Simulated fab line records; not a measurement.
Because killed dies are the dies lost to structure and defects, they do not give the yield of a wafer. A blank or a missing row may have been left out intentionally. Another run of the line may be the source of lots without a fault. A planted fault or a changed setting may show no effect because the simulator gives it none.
fab line records	flow n5-finfet
[record] lots = 9	wafers = 25	last-day = 17
route steps=1938 shown SDB@368 DUMMY_REMOVAL@377 HKMG_FIN@389 BEOL_M4@1111 PASSIVATION@1936
lots that met no fault: from a run of the same line without faults
start-h: hours from the record's opening day to when the first of the lot's shown wafers began	wait-h: hours from the lot's prior step to this one	" identical to the entry in the row above	L1.1+2: a row that stands for several wafers	- either no value or no given start	* or withheld: withheld	< > ~ a bound
route shown NAME@n: a module of which the file shows steps, and the number in the route of the first	usual: mean/standard deviation taken from wafers without a fault	same: alike in all rows	chamber/n: place in a boat	sites: the reading at each site	_std_site: how widely they spread, as a standard deviation	_edge_site: inner sites' mean taken away from outer sites' mean	radius-mm: how far each site lies from the wafer's centre	mask NAME#n: copy n	behind: the last tool/chamber to shape the wafer	hold: why the lot was held/for how many hours/how that ended	device: which transistor (n, p or np) failed to switch	end of line: the same wafers' tests at the end of the route	a step without rows: its recipe alone	killed: dies that structure and defects cost at the first sort, which is not the same as the wafer's yield	map: dies across one wafer; x = killed, . = not, _ = none there
set.NAME: the setting the step ran with; set.NAME@STEP: the setting that earlier step ran with	model.NAME: the simulator's own value behind a step, which no gauge read
steps of the route over a sample of lots; a table a step, a row a wafer
services: a tool's chamber out of use, with start hour (start-h, from the record's first day; less than 0 if before it), hours out, and reason
[[steps]]
[step N5_SDB_ETCH_25]
[recipe] chemistry = C4F6/O2	target = SiO2	target-depth-a = 100	time-s = 3.3	ion-energy-ev = 250	mask-material = SiNx	pressure-mtorr = 30	source-w = 345	bias-w = 185	Ar_flow_sccm = 300	C4F6_flow_sccm = 10	O2_flow_sccm = 10
[usual] drypump-motor-current-A = 5.5/0.4	oes-product-au = 0.80/0.099	rf-vpp-V = 672/24	showerhead-plenum-p-Torr = 2.90/0.078	throttle-valve-pct = 21.1/0.3
lot.wafer	tool	chamber	start-h	wait-h	drypump-motor-current-A	oes-product-au	rf-hours-counter-h	rf-vpp-V	showerhead-plenum-p-Torr	throttle-valve-pct
L299.3	rie-diel-02	2	83.34	0.0	6.2	0.67	247	704	2.81	21.0
L299.4	"	0	"	"	6.2	0.71	239	667	2.78	21.6
L299.5	"	2	"	"	6.1	0.68	-	703	2.81	21.0
L300.1	rie-diel-04	1	91.43	0.5	5.2	0.70	245	646	2.71	21.4
L300.3	"	0	"	"	5.9	0.69	220	679	2.79	21.3
L300.4	"	1	"	"	5.2	0.70	-	647	2.71	21.4
L301.2	rie-diel-01	0	97.95	0.0	5.7	0.76	146	702	2.97	21.0
L301.3	"	1	"	"	5.5	0.69	232	711	2.93	20.9
L301.4	"	3	"	"	4.8	0.82	-	638	2.88	20.7
L302.2	rie-diel-04	1	100.03	0.0	5.2	0.69	249	646	2.70	21.4
L302.3	"	2	"	"	5.0	0.91	21	687	2.91	20.8
L302.4	"	0	"	"	5.9	0.69	224	679	2.79	21.3
L309.3	rie-diel-01	0	147.76	0.0	5.6	0.74	164	701	2.96	21.0
L309.4	"	0	"	"	5.6	0.73	-	704	2.96	21.0
L309.5	"	3	"	"	4.8	0.79	-	637	2.87	20.7
L314.1	rie-diel-04	3	175.06	0.0	5.6	0.70	247	644	2.96	21.6
L314.5	"	2	"	"	4.9	0.86	-	686	2.90	20.9
L315.1	rie-diel-01	3	182.97	0.1	4.8	0.79	95	638	2.87	20.8
L315.4	"	0	"	"	5.6	0.73	177	703	2.95	21.1
L315.5	"	0	"	"	5.6	0.73	-	703	2.95	21.1
L316.2	rie-diel-01	2	186.22	0.2	5.6	0.89	29	665	2.92	21.2
L316.3	"	0	"	"	5.6	0.71	179	702	2.95	21.1
L316.4	"	1	"	"	5.5	0.91	12	710	2.91	20.7
L317.4	rie-diel-04	2	193.79	0.1	5.0	0.84	-	684	2.89	20.9
L317.5	"	1	"	"	5.2	0.90	-	656	3.03	21.0
[step N5_SDB_THK_MEAS_31]
[recipe] reads = a-Si_of_DUMMY_GATE_CVD_03
[usual] SDB_THK = 64.2/1.3
lot.wafer	tool	chamber	start-h	wait-h	SDB_THK[nm]
L299.3	film-metro-02	-	86.67	-	66.3
L299.4	"	-	"	"	63.3
L299.5	"	-	"	"	62.4
L300.1	film-metro-01	-	95.74	-	64.2
L300.3	"	-	"	"	64.9
L300.4	"	-	"	"	63.6
L301.2	film-metro-01	-	101.25	-	62.8
L301.3	"	-	"	"	63.9
L301.4	"	-	"	"	65.6
L302.2	film-metro-02	-	103.33	-	64.0
L302.3	"	-	"	"	64.6
L302.4	"	-	"	"	67.7
L309.3	film-metro-02	-	151.06	-	65.7
L309.4	"	-	"	"	62.9
L309.5	"	-	"	"	65.7
L314.1	film-metro-02	-	178.38	-	62.8
L314.5	"	-	"	"	63.5
L315.1	film-metro-02	-	187.08	-	62.6
L315.4	"	-	"	"	64.3
L315.5	"	-	"	"	63.8
L316.2	film-metro-02	-	190.36	-	64.3
L316.3	"	-	"	"	64.4
L316.4	"	-	"	"	62.6
L317.4	film-metro-01	-	197.05	-	64.6
L317.5	"	-	"	"	65.4
[step N5_DUMMY_REMOVAL_HM_STRIP_01]
[recipe] chemistry = CH3F/O2	material = SiNx	target-depth-a = 40	stop-on = poly-Si	time-s = 6.8	over-etch-frac = 0.3	ion-energy-ev = 60	power-w = 410	bias-w = 29	Ar_flow_sccm = 150	CH3F_flow_sccm = 30	O2_flow_sccm = 20
[usual] drypump-motor-current-A = 5.8/0.51	oes-product-au = 0.595/0.03	rf-vpp-V = 127.6/0.98	showerhead-plenum-p-Torr = 2.03/0.067	throttle-valve-pct = 16.40/0.17
lot.wafer	tool	chamber	start-h	wait-h	drypump-motor-current-A	oes-product-au	rf-hours-counter-h	rf-vpp-V	showerhead-plenum-p-Torr	throttle-valve-pct
L299.3	rie-diel-06	0	86.72	0.0	5.7	0.581	172	127.7	2.06	16.10
L299.4	"	3	"	"	5.2	0.613	175	127.0	1.91	16.40
L299.5	"	2	"	"	6.7	0.646	-	127.5	1.95	16.37
L300.1	rie-diel-03	3	95.80	0.0	5.9	0.567	191	127.8	2.08	16.71
L300.3	"	2	"	"	5.7	0.659	75	129.0	2.03	16.49
L300.4	"	1	"	"	6.4	0.568	218	129.6	2.07	16.56
L301.2	rie-diel-03	3	101.31	0.0	5.9	0.568	194	128.4	2.08	16.72
L301.3	"	0	"	"	5.9	0.595	161	129.3	2.09	16.36
L301.4	"	1	"	"	6.4	0.557	220	127.4	2.07	16.53
L302.2	rie-diel-05	3	103.39	0.0	6.0	0.568	203	127.3	2.01	16.56
L302.3	"	2	"	"	6.3	0.605	177	126.0	2.08	16.24
L302.4	"	1	"	"	5.1	0.588	166	127.0	2.09	16.52
L309.3	rie-diel-03	0	151.12	0.0	5.9	0.584	178	127.2	2.08	16.38
L309.4	"	2	"	"	5.6	0.642	-	128.6	2.02	16.53
L309.5	"	3	"	"	5.9	0.561	-	128.1	2.07	16.75
L314.1	rie-diel-06	2	178.44	0.0	6.7	0.622	133	125.6	1.94	16.41
L314.5	"	3	"	"	5.2	0.605	-	125.0	1.90	16.44
L315.1	rie-diel-03	1	187.14	0.0	6.4	0.551	233	128.2	2.07	16.58
L315.4	"	2	"	"	5.7	0.630	109	127.0	2.02	16.55
L315.5	"	0	"	"	5.9	0.578	-	128.8	2.08	16.42
L316.2	rie-diel-06	0	190.42	0.0	5.7	0.573	199	127.8	2.05	16.15
L316.3	"	2	"	"	6.7	0.625	136	126.3	1.94	16.42
L316.4	"	3	"	"	5.2	0.590	206	125.4	1.90	16.44
L317.4	rie-diel-06	2	197.17	0.1	6.7	0.623	138	127.4	1.94	16.44
L317.5	"	0	"	"	5.7	0.577	-	128.8	2.04	16.14
[step N5_HKMG_FIN_ALD_75]
[recipe] material = Al2O3	target-thk-a = 10	temp-c = 150	ald-precursor-family = TMA	ald-co-reactant = H2O	pulse-time-s = withheld	co-reactant-pulse-time-s = 1
[usual] heater-power-outer-w = 75/5.7	heater-power-w = 145/8.7	precursor-pulse-height-rel = 0.998/0.021
lot.wafer	tool	chamber	start-h	wait-h	heater-power-outer-w	heater-power-w	precursor-pulse-height-rel
L299.3	ald-hk-01	0	87.87	0.1	73	139	0.974
L299.4	"	1	"	"	87	168	0.986
L299.5	"	0	"	"	73	138	1.022
L300.1	ald-hk-01	2	97.12	0.1	-	-	-
L300.3	"	0	"	"	-	-	-
L300.4	"	3	"	"	-	-	-
L301.2	ald-hk-03	2	102.47	0.0	-	-	-
L301.3	"	0	"	"	-	-	-
L301.4	"	3	"	"	-	-	-
L302.2	ald-hk-02	3	104.62	0.0	-	-	-
L302.3	"	0	"	"	-	-	-
L302.4	"	1	"	"	-	-	-
L309.3	ald-hk-01	2	152.16	0.0	75	151	0.956
L309.4	"	0	"	"	74	139	0.981
L309.5	"	3	"	"	76	153	1.018
L314.1	ald-hk-03	2	179.48	0.0	73	142	0.990
L314.5	"	3	"	"	73	135	0.999
L315.1	ald-hk-02	0	188.17	0.0	81	153	1.039
L315.4	"	1	"	"	71	141	1.011
L315.5	"	0	"	"	78	151	1.002
L316.2	ald-hk-01	3	191.45	0.0	76	156	0.988
L316.3	"	2	"	"	77	149	0.991
L316.4	"	0	"	"	73	141	1.028
L317.4	ald-hk-02	1	198.44	0.0	71	138	1.023
L317.5	"	3	"	"	66	139	1.005
[step N5_BEOL_M4_RC_MEAS_101]
[usual] DIBL_N = 36.2/2.2	DIBL_P = 36.5/3	IOFF_N = 0.16/0.039	IOFF_P = 0.22/0.047	IOFF_P_85C = 3.7/0.68	IOFF_P_LIN = 0.101/0.017	IOFF_P_LONG = 0.000103/1.1e-05	ION_N = 675/15	ION_P = 463/10	SS_N = 71.6/0.71	SS_P = 73.4/0.94	VT_N = 250/3.6	VT_N_LVT = 99/3.7	VT_P = -250/3.9	VT_P_LONG = -276/3.4
lot.wafer	tool	chamber	start-h	wait-h	DIBL_N[mV/V]	DIBL_P[mV/V]	IOFF_N[nA/um]	IOFF_P[nA/um]	IOFF_P_85C[nA/um]	IOFF_P_LIN[nA/um]	IOFF_P_LONG[nA/um]	ION_N[uA/um]	ION_P[uA/um]	SS_N[mV/dec]	SS_P[mV/dec]	VT_N[mV]	VT_N_LVT[mV]	VT_P[mV]	VT_P_LONG[mV]
L299.3	prober-02	0	175.91	0.3	35.7	35.8	0.14	0.18	3.2	0.088	0.000106	669	452	71.3	74.0	251	100	-253	-278
L299.4	"	0	"	"	41.1	42.1	0.26	0.29	4.7	0.121	9.5e-05	694	470	73.5	75.4	245	93	-249	-277
L299.5	"	0	"	"	35.3	35.4	0.14	0.18	3.2	0.088	0.000103	658	455	71.3	73.2	252	100	-255	-279
L301.2	prober-01	0	189.36	0.2	38.5	39.0	0.20	61.08	428.9	25.787	0.022446	687	676	72.4	73.7	247	244	-93	-120
L301.3	"	0	"	"	35.3	35.3	0.14	47.48	347.9	21.630	0.021588	662	655	70.6	73.4	249	251	-94	-121
L301.4	"	0	"	"	37.7	37.4	0.18	54.19	387.9	23.646	0.022031	690	670	71.3	72.9	246	246	-94	-122
L300.1	prober-02	0	194.60	0.0	35.1	35.7	0.14	35.03	262.9	16.016	0.017119	664	641	71.3	73.3	253	255	-104	-129
L300.3	"	0	"	"	35.4	37.1	0.15	41.22	299.2	18.634	0.017628	678	664	71.5	72.9	250	250	-100	-128
L300.4	"	0	"	"	32.2	32.7	0.10	30.11	230.2	14.624	0.017436	650	638	70.5	72.2	257	259	-104	-130
L302.2	prober-02	0	200.96	0.2	35.2	36.0	0.16	44.64	327.1	21.244	0.019475	676	658	71.9	74.0	249	251	-98	-125
L302.3	"	0	"	"	34.7	34.5	0.15	39.38	295.7	19.251	0.019773	674	648	71.3	73.0	250	251	-99	-124
L302.4	"	0	"	"	38.8	39.9	0.24	61.44	425.7	26.619	0.01958	690	671	73.3	75.5	243	246	-94	-123
L309.3	prober-02	0	256.66	0.3	35.9	35.5	0.14	0.19	3.3	0.091	9.9e-05	686	468	71.3	72.7	249	97	-251	-276
L309.4	"	0	"	"	41.9	41.5	0.26	0.29	4.8	0.122	9.1e-05	690	470	73.5	74.6	243	91	-248	-281
L309.5	"	0	"	"	36.9	35.8	0.15	0.19	3.4	0.091	9.8e-05	685	461	71.1	73.0	253	97	-253	-279
L314.1	prober-02	0	285.12	0.1	35.0	32.9	0.14	0.19	3.2	0.093	0.000126	659	457	71.0	71.6	251	101	-249	-272
L314.5	"	0	"	"	40.5	40.7	0.26	0.32	5.1	0.136	0.000123	702	479	73.5	74.1	244	93	-242	-270
L316.2	prober-01	0	286.86	0.2	36.1	37.7	0.18	0.27	4.6	0.127	0.000118	673	466	72.0	74.1	249	97	-245	-274
L316.3	"	0	"	"	34.7	35.3	0.15	0.22	3.8	0.109	0.000116	683	473	71.0	73.4	249	98	-248	-272
L316.4	"	0	"	"	37.6	37.5	0.20	0.26	4.5	0.124	0.000107	681	467	71.9	73.8	244	95	-247	-270
L317.4	prober-01	0	289.51	0.5	37.0	38.9	0.16	0.22	3.6	0.098	9e-05	673	455	71.2	73.2	251	101	-252	-277
L317.5	"	0	"	"	37.9	40.3	0.17	0.23	3.8	0.102	9.4e-05	672	460	72.0	73.9	251	100	-250	-275
L315.1	prober-02	0	289.62	0.0	32.2	32.2	0.12	0.19	3.4	0.101	0.000139	669	476	70.6	71.6	251	104	-247	-270
L315.4	"	0	"	"	35.6	35.7	0.16	0.24	4.0	0.115	0.000128	678	466	71.2	72.7	248	100	-244	-271
L315.5	"	0	"	"	36.5	37.0	0.18	0.29	4.7	0.134	0.000124	686	475	71.6	73.8	244	97	-240	-269
[step N5_PASSIVATION_PROBE_49]
[usual] defect-limited-yield = 91.5/1.5	killed_at_M0_to_M3 = 32/10	killed_at_M4_up = 13/4.9	killed-at-contacts = 13/6.1	killed-at-front-end = 38/11	killed-at-other = 3/3.2	killed-dies = 101/18	killed-open = 66/13	killed-short = 32/8.3	sort_bin_4_leakage = 0.00/0.018	sort_bin_5_function = 5.0/1	sort_bin_6_memory = 3.2/0.74	sort-n-pass = 1078/22	sort-yield-pct = 91.3/1.9
[same] gross-dies = 1180	killed-at-back-side = 0	sort_bin_8_speed[%] = 0
lot.wafer	tool	chamber	start-h	wait-h	defect-limited-yield[%]	killed_at_M0_to_M3	killed_at_M4_up	killed-at-contacts	killed-at-front-end	killed-at-other	killed-dies	killed-open	killed-short	sort_bin_4_leakage[%]	sort_bin_5_function[%]	sort_bin_6_memory[%]	sort-n-pass	sort-yield-pct[%]
L301.2	prober-02	-	299.39	0.1	91.2	27	18	15	36	8	104	65	36	91.19	5.5	2.9	0	0
L301.3	prober-02	-	299.44	0.1	87.5	29	14	36	60	8	147	81	58	87.54	6.2	5.5	0	0
L301.4	prober-02	-	299.49	0.2	91.4	24	18	13	41	6	102	74	22	91.36	4.7	3.7	0	0
L300.1	prober-01	-	300.42	0.0	91.4	28	19	9	43	2	101	75	23	91.44	5.1	3.4	0	0
L300.3	prober-01	-	300.52	0.1	91.8	50	10	12	23	2	97	67	29	91.78	3.9	4.0	0	0
L300.4	prober-01	-	300.57	0.2	88.2	35	25	12	63	4	139	92	45	88.22	6.8	4.5	0	0
L302.2	prober-01	-	311.52	0.1	89.9	23	10	12	66	8	119	73	42	89.92	5.9	3.5	0	0
L302.3	prober-01	-	311.57	0.1	89.7	37	14	12	55	4	122	78	32	89.66	6.2	3.0	0	0
L302.4	prober-01	-	311.62	0.2	91.4	29	4	11	46	12	102	56	33	91.36	4.7	3.0	0	0
L316.2	prober-01	-	402.30	0.1	93.9	27	18	5	20	2	72	52	19	0	2.5	3.3	1108	93.9
L316.3	prober-01	-	402.35	0.1	91.4	46	16	7	33	0	102	59	41	0	4.8	3.4	1078	91.4
L316.4	prober-01	-	402.40	0.2	91.0	36	16	10	42	2	106	77	28	0	5.6	3.2	1074	91.0
// killed by level:class
L301.2 MOL_CONTACT_COAG:geometric-particle:open=12 BEOL_M0_SAQP:geometric-particle:open=11 FIN_SAQP:geometric-particle:short=10 BEOL_M0_SAQP:geometric-particle:short=8 BEOL_M4:geometric-particle:open=8 FIN_SAQP:geometric-particle:open=7 STI_FIN_REVEAL:geometric-particle:open=7 BEOL_M5:geometric-particle:open=5
L301.3 MOL_CONTACT_COAG:geometric-particle:open=27 FIN_SAQP:geometric-particle:short=16 FIN_SAQP:geometric-particle:open=14 MOL_CONTACT_COAG:geometric-particle:short=7 BEOL_M0_SAQP:geometric-particle:short=7 BEOL_M0_SAQP:geometric-particle:open=7 DUMMY_GATE:geometric-particle:open=5 BEOL_M1:geometric-particle:open=5
L301.4 MOL_CONTACT_COAG:geometric-particle:open=12 FIN_SAQP:geometric-particle:open=10 FIN_SAQP:geometric-particle:short=8 DUMMY_GATE:geometric-particle:open=7 BEOL_M2:geometric-particle:open=7 STI_FIN_REVEAL:geometric-particle:open=6 BEOL_M1:geometric-particle:open=4 BEOL_M4:geometric-particle:open=4
L300.1 STI_FIN_REVEAL:geometric-particle:open=18 MOL_CONTACT_COAG:geometric-particle:open=7 BEOL_M2:geometric-particle:open=7 BEOL_M3:geometric-particle:open=7 STARTING-WAFER:geometric-particle:open=6 STI_FIN_REVEAL:geometric-particle:short=5 BEOL_M5:geometric-particle:open=5 BEOL_M1:geometric-particle:open=5
L300.3 BEOL_M3:geometric-particle:open=16 MOL_CONTACT_COAG:geometric-particle:open=10 BEOL_M1:geometric-particle:open=7 BEOL_M3:geometric-particle:short=7 FIN_SAQP:geometric-particle:short=6 BEOL_M0_SAQP:geometric-particle:open=6 BEOL_M2:geometric-particle:open=5 BEOL_M4:geometric-particle:open=5
L300.4 STI_FIN_REVEAL:geometric-particle:open=15 FIN_SAQP:geometric-particle:short=13 BEOL_M3:geometric-particle:open=11 MOL_CONTACT_COAG:geometric-particle:open=10 BEOL_M1:geometric-particle:open=9 FIN_SAQP:geometric-particle:open=8 BEOL_M0_SAQP:geometric-particle:short=8 BEOL_M4:geometric-particle:open=8
L302.2 FIN_SAQP:geometric-particle:open=22 FIN_SAQP:geometric-particle:short=12 STI_FIN_REVEAL:geometric-particle:open=10 GATE_CUT:geometric-particle:short=8 MOL_CONTACT_COAG:geometric-particle:open=8 BEOL_M2:geometric-particle:open=8 BEOL_M1:geometric-particle:open=6 GATE_CUT:geometric-particle:open=4
L302.3 FIN_SAQP:geometric-particle:open=24 BEOL_M0_SAQP:geometric-particle:open=9 HKMG_FIN:area-etch=8 FIN_SAQP:geometric-particle:short=7 MOL_CONTACT_COAG:geometric-particle:open=7 BEOL_M0_SAQP:geometric-particle:short=7 BEOL_M2:geometric-particle:open=7 MOL_CONTACT_COAG:geometric-particle:short=5
L302.4 STI_FIN_REVEAL:geometric-particle:open=10 MOL_CONTACT_COAG:geometric-particle:open=9 BEOL_M0_SAQP:geometric-particle:short=8 HKMG_FIN:area-etch=8 FIN_SAQP:geometric-particle:open=7 FIN_SAQP:geometric-particle:short=7 PAD_METAL:geometric-particle:open=6 DUMMY_GATE:geometric-particle:open=4
L316.2 BEOL_M4:geometric-particle:open=12 BEOL_M0_SAQP:geometric-particle:open=8 BEOL_M0_SAQP:geometric-particle:short=6 BEOL_M2:geometric-particle:open=5 DUMMY_GATE:geometric-particle:open=4 MOL_CONTACT_COAG:geometric-particle:open=4 BEOL_M3:geometric-particle:open=4 STI_FIN_REVEAL:geometric-particle:open=3
L316.3 BEOL_M0_SAQP:geometric-particle:short=11 FIN_SAQP:geometric-particle:short=9 BEOL_M0_SAQP:geometric-particle:open=9 BEOL_M2:geometric-particle:open=9 BEOL_M4:geometric-particle:open=7 BEOL_M1:geometric-particle:open=6 MOL_CONTACT_COAG:geometric-particle:open=5 FIN_SAQP:geometric-particle:open=4
L316.4 FIN_SAQP:geometric-particle:open=15 BEOL_M1:geometric-particle:open=11 BEOL_M4:geometric-particle:open=10 FIN_SAQP:geometric-particle:short=9 MOL_CONTACT_COAG:geometric-particle:open=9 BEOL_M0_SAQP:geometric-particle:open=9 STARTING-WAFER:geometric-particle:open=5 BEOL_M0_SAQP:geometric-particle:short=4
[[services]]
tool	chamber	start-h	hours	kind
rie-diel-01	2	80.94	-	clean
rie-diel-01	2	80.94	-	consumable-replace:focus-ring
rie-diel-01	2	80.94	28.7	scheduled-down
rie-diel-01	2	80.94	28.7	vent-cycle
rie-diel-04	2	84.75	13.7	repair
ald-hk-02	-	98.25	1.3	repair
rie-diel-04	1	101.89	-	clean
rie-diel-04	1	101.89	-	consumable-replace:focus-ring
rie-diel-04	1	101.89	-	consumable-replace:showerhead
rie-diel-04	1	101.89	14.8	scheduled-down
rie-diel-04	1	101.89	14.8	vent-cycle
rie-diel-03	0	109.28	3.0	repair
rie-diel-01	0	114.92	6.0	repair
rie-diel-06	0	119.35	10.0	repair
rie-diel-05	0	124.31	6.9	repair
rie-diel-03	1	127.54	46.7	repair
rie-diel-05	3	136.41	7.8	repair
rie-diel-01	1	139.95	-	clean
rie-diel-01	1	139.95	-	consumable-replace:focus-ring
rie-diel-01	1	139.95	16.9	scheduled-down
rie-diel-01	1	139.95	16.9	vent-cycle
rie-diel-04	0	165.14	-	clean
rie-diel-04	1	173.76	7.8	repair
rie-diel-06	-	182.23	2.8	pm
[[key]]
[first-sign] step = N5_HKMG_FIN_ALD_75	reading = tool-record	direction = missing
[effect] step = N5_BEOL_M4_RC_MEAS_101	reading = IOFF_P_LONG	direction = up	sigmas = 99+	usual = 0.000103	struck = 0.019675
[effect] step = N5_BEOL_M4_RC_MEAS_101	reading = IOFF_P_LIN	direction = up	sigmas = 99+	usual = 0.101	struck = 20.828
[effect] step = N5_BEOL_M4_RC_MEAS_101	reading = IOFF_P	direction = up	sigmas = 99+	usual = 0.22	struck = 46.06
[effect] step = N5_BEOL_M4_RC_MEAS_101	reading = IOFF_P_85C	direction = up	sigmas = 99+	usual = 3.7	struck = 333.9
[effect] step = N5_BEOL_M4_RC_MEAS_101	reading = VT_P_LONG	direction = up	sigmas = 44	usual = -276	struck = -125
[effect] step = N5_BEOL_M4_RC_MEAS_101	reading = VT_N_LVT	direction = up	sigmas = 40	usual = 99	struck = 250
[effect] step = N5_BEOL_M4_RC_MEAS_101	reading = VT_P	direction = up	sigmas = 39	usual = -250	struck = -98
[effect] step = N5_BEOL_M4_RC_MEAS_101	reading = ION_P	direction = up	sigmas = 19	usual = 463	struck = 658
[effect] step = N5_PASSIVATION_PROBE_49	reading = sort_bin_4_leakage	direction = up	sigmas = 99+	usual = 0.00	struck = 90.27
met-at N5_HKMG_FIN_ALD_75
struck-lots L300,L301,L302
not-acting-at N5_SDB_ETCH_25,N5_SDB_THK_MEAS_31,N5_DUMMY_REMOVAL_HM_STRIP_01
onset-between 87.87 97.12
[fault] kind = skipped-step-whole	tool = ald-hk-01,ald-hk-02,ald-hk-03	chamber = -	onset-h = 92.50	steps = N5_HKMG_FIN_ALD_75	scope = struck-lots-only
